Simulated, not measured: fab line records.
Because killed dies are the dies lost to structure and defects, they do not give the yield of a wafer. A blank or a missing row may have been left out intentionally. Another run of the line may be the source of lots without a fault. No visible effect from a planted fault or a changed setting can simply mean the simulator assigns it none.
Which tool is to blame? | flow nand_harc | 6 lots, 18 wafers sampled, at 5 steps of a route of 1302

## WHAT THE GAUGES READ, wafer by wafer
NHARC_END_SORT_01.
lot  | measured     | on        | killed_at_array
L457 | day 28 08:13 | prober-02 | 41 653 28

## TOOL THAT RAN EACH LOT (tool first, then ch and the chambers of the sampled wafers, then the start)
lot  | NHARC_A_STAIRCASE_STRIP_171          | NHARC_A_STAIRCASE_DESCUM_11        | NHARC_A_STAIRCASE_TRIM_16                     | NHARC_A_STAIRCASE_ETCH_23
L457 | plasma_asher-01 ch 0,1, day 19 18:44 | rie_diel-04 ch 0,1,2, day 19 20:28 | rie_diel-04 ch 1,2,3, day 20 00:15 or earlier | rie_diel-12 ch 0,1, day 20 00:15
L459 | plasma_asher-01 ch 0,1, day 21 05:40 | rie_diel-04 ch 1,3, day 21 07:09   | rie_diel-04 ch 0,3, day 21 08:56 or earlier   | rie_diel-04 ch 0,1, day 21 08:56
L461 | plasma_asher-01 ch 0,1, day 22 00:11 | rie_diel-07 ch 1,2,3, day 22 01:34 | rie_diel-07 ch 0,3, day 22 04:02 or earlier   | rie_diel-07 ch 1,2,3, day 22 04:02
L462 | plasma_asher-01 ch 0,1, day 22 14:30 | rie_diel-12 ch 1,2,3, day 22 15:58 | rie_diel-12 ch 0,2,3, day 22 17:31 or earlier | rie_diel-07 ch 0,3, day 22 17:31
L465 | plasma_asher-01 ch 0,1, day 23 10:34 | rie_diel-12 ch 0,1,2, day 23 12:17 | rie_diel-12 ch 0,1,3, day 23 14:43 or earlier | rie_diel-07 ch 0,2,3, day 23 14:43
L468 | plasma_asher-02 ch 0,1, day 25 05:44 | rie_diel-07 ch 0,1,3, day 25 07:13 | rie_diel-07 ch 0,1,2, day 25 09:08 or earlier | rie_diel-12 ch 0,1,2, day 25 09:08
- NHARC_A_STAIRCASE_STRIP_171: strips in O2.
- NHARC_A_STAIRCASE_DESCUM_11: chemistry O2, time 3 s.
- NHARC_A_STAIRCASE_TRIM_16: chemistry O2, time 211.2 s.
- NHARC_A_STAIRCASE_ETCH_23: etches the open film in C4F8/O2, target depth 100 nm, time 40.5 s.

## THE ANSWER, worked out from the rows above alone
Rule: the usual values come from the lots themselves. The widest of any qualifying gaps counts: lots, ordered by their means at a reading, are off when they make up no more than a third of the lots, leave a main group of 4 or more, and stand apart from it by 3 or more times the standard deviation of that group's means. If all means in a main group match to the digits the tables above print for the reading, that group is not used. Also off: a lot with no number at a reading for which 4 or more lots have one. Any other lot the step has rows for is counted as sound.
No lot is off at any reading shown: from this, nothing can be told.

## WHAT THE SIMULATOR HAD PUT IN
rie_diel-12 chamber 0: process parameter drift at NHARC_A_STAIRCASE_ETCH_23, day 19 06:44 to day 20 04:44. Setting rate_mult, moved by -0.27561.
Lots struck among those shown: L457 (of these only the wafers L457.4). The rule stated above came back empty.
